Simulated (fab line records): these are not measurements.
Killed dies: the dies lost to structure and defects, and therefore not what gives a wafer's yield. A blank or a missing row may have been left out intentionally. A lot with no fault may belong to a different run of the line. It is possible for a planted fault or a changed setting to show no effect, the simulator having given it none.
Matching of chambers || flow nand-harc || pecvd-04 running NHARC_A_STAIRCASE_DEP_156: 3 sister chambers
The step deposits SiNx, target thk 50 nm. 3 wafers are shown with their chamber, then 8 later ones without.

== WAFERS, EACH WITH ITS CHAMBER ==
{"wafer": "L089.1", "chamber": 1, "heater-power-outer-w (W)": 435}
{"wafer": "L092.4", "chamber": 2, "heater-power-outer-w (W)": 365}
{"wafer": "L095.1", "chamber": 0, "heater-power-outer-w (W)": 345}

== WAFERS WITH NO CHAMBER GIVEN ==
{"wafer": "L095.2", "heater-power-outer-w (W)": 550}
{"wafer": "L095.3", "heater-power-outer-w (W)": 384}
{"wafer": "L094.2", "heater-power-outer-w (W)": 400}
{"wafer": "L094.5", "heater-power-outer-w (W)": 392}
{"wafer": "L094.6", "heater-power-outer-w (W)": 341}
{"wafer": "L096.2", "heater-power-outer-w (W)": 482}
{"wafer": "L096.5", "heater-power-outer-w (W)": 429}
{"wafer": "L096.6", "heater-power-outer-w (W)": 490}

== EACH ONE'S CHAMBER ==
{"wafer": "L095.2", "from the rows above": "can't be placed: 1 or 2 or 0", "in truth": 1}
{"wafer": "L095.3", "from the rows above": "can't be placed: 2 or 0 or 1", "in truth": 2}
{"wafer": "L094.2", "from the rows above": "can't be placed: 1 or 2 or 0", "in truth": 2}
{"wafer": "L094.5", "from the rows above": "can't be placed: 2 or 1 or 0", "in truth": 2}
{"wafer": "L094.6", "from the rows above": "can't be placed: 0 or 2 or 1", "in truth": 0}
{"wafer": "L096.2", "from the rows above": "can't be placed: 1 or 2 or 0", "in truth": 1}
{"wafer": "L096.5", "from the rows above": "can't be placed: 1 or 2 or 0", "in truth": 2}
{"wafer": "L096.6", "from the rows above": "can't be placed: 1 or 2 or 0", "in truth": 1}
Correct placement for 0 of the 8. Unplaceable from these rows: 8, with the true chamber sitting among the candidates in 8. Placed wrongly: 0.
How it was worked out, from the rows above alone: a wafer's distance from a chamber is the root of the sum, over the readings, of the square of ((its reading less the chamber's mean) divided by the reading's scatter). The wafer belongs to the nearest chamber; if the next one is less than 2 further off, it can't be placed. Each chamber's mean is taken over the wafers shown for it. The scatter (one wafer shown for each chamber): square how far every hidden wafer sits from the nearest shown wafer, average those squares and take the square root.
